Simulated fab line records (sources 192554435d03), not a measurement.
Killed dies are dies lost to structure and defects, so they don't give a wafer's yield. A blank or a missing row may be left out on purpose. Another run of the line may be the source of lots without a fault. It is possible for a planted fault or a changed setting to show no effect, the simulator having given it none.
Which tool did it? -- flow n5-finfet -- 12 lots, 36 wafers sampled, at 3 steps of a route of 1938

== WHAT THE GAUGES SHOWED, per wafer ==
N5_PASSIVATION_OVL_MEAS_60. Usual: TV_OVL 1 nm, standard deviation 5.7.
lot,measured,on,TV_OVL (nm),flag
L841,day 12 07:59,overlay-01,2 7 2,
L843,day 12 23:43,overlay-01,4 8 6,
L845,day 14 00:37,overlay-01,-6 4 -2,
L844,day 14 00:25,overlay-02,-2 -5 0,
L846,day 14 07:07,overlay-01,-1 -11 -7,
L849,day 14 12:20,overlay-01,4 8 13,
L851,day 14 18:39,overlay-01,-3 5 -2,
L850,day 14 22:41,overlay-01,1 3 6,
L853,day 16 00:05,overlay-01,9 7 13,
L855,day 15 23:56,overlay-02,1 -3 1,
L856,day 16 11:47,overlay-01,3 6 -2,
L861,day 17 08:27,overlay-02,1 -6 -4,

== WHICH TOOL RAN EACH LOT (tool, then ch and the chambers of the sampled wafers, then the start) ==
lot,N5_BEOL_M13_ECD_47,N5_MIM_BOT_SPUTTER_00
L841,"ecd-cu-02 ch 0,1, day 11 10:07","pvd-sputter-02, day 12 03:50"
L843,"ecd-cu-02 ch 0,1, day 12 01:20","pvd-sputter-01, day 12 18:25"
L845,"ecd-cu-01 ch 0,1, day 13 02:31","pvd-sputter-03, day 13 17:35"
L844,"ecd-cu-02 ch 0,1, day 13 02:56","pvd-sputter-03, day 13 18:05"
L846,"ecd-cu-02 ch 0,1, day 13 09:31","pvd-sputter-01, day 14 03:29"
L849,"ecd-cu-02 ch 0,1, day 13 18:44","pvd-sputter-02, day 14 07:16"
L851,"ecd-cu-02 ch 0, day 13 22:11","pvd-sputter-03, day 14 12:33"
L850,"ecd-cu-02 ch 0,1, day 14 03:22","pvd-sputter-02, day 14 16:19"
L853,"ecd-cu-01 ch 0,1, day 14 20:28","pvd-sputter-03, day 15 16:14"
L855,"ecd-cu-02 ch 0,1, day 15 03:22","pvd-sputter-02, day 15 19:23"
L856,"ecd-cu-02 ch 0,1, day 15 12:41","pvd-sputter-01, day 16 03:49"
L861,"ecd-cu-01 ch 0,1, day 16 09:45","pvd-sputter-03, day 17 02:05"
- N5_BEOL_M13_ECD_47: material Cu, target thk 936 nm.
- N5_MIM_BOT_SPUTTER_00: material TiN, target thk 35 nm, time 89.7 s.

== WHAT THE TOOLS THEMSELVES READ (means of the sampled wafers that have a number; where no wafer has one, the mark that the record gives instead) ==
N5_MIM_BOT_SPUTTER_00. Usual: throttle-valve-pct reads 29.3 % (standard deviation 1.1).
lot,tool,throttle-valve-pct (%),flag
L841,pvd-sputter-02,29.5,
L843,pvd-sputter-01,29.0,
L845,pvd-sputter-03,28.4,
L844,pvd-sputter-03,29.8,
L846,pvd-sputter-01,30.2,
L849,pvd-sputter-02,29.2,
L851,pvd-sputter-03,30.1,
L850,pvd-sputter-02,29.9,
L853,pvd-sputter-03,28.9,
L855,pvd-sputter-02,29.5,
L856,pvd-sputter-01,29.1,
L861,pvd-sputter-03,30.1,

== THE ANSWER, worked out from the rows above alone ==
Rule: a lot is off if the mean of its wafers that have a number lies more than 3 standard deviations from the usual mean. A lot without any number at a reading at which 4 lots or more have one is off too. Any other lot the step has rows for is counted as sound. After the gauges, taken in route order, come the tools' own readings; for these a lot's mean is taken, as printed above. At the first step where some lot is off, the reading lying furthest off is the one used; lots without a number count as furthest.
Across all readings shown, no lot is off: no conclusion can be drawn from this.

== WHAT THE SIMULATOR HAD INSERTED ==
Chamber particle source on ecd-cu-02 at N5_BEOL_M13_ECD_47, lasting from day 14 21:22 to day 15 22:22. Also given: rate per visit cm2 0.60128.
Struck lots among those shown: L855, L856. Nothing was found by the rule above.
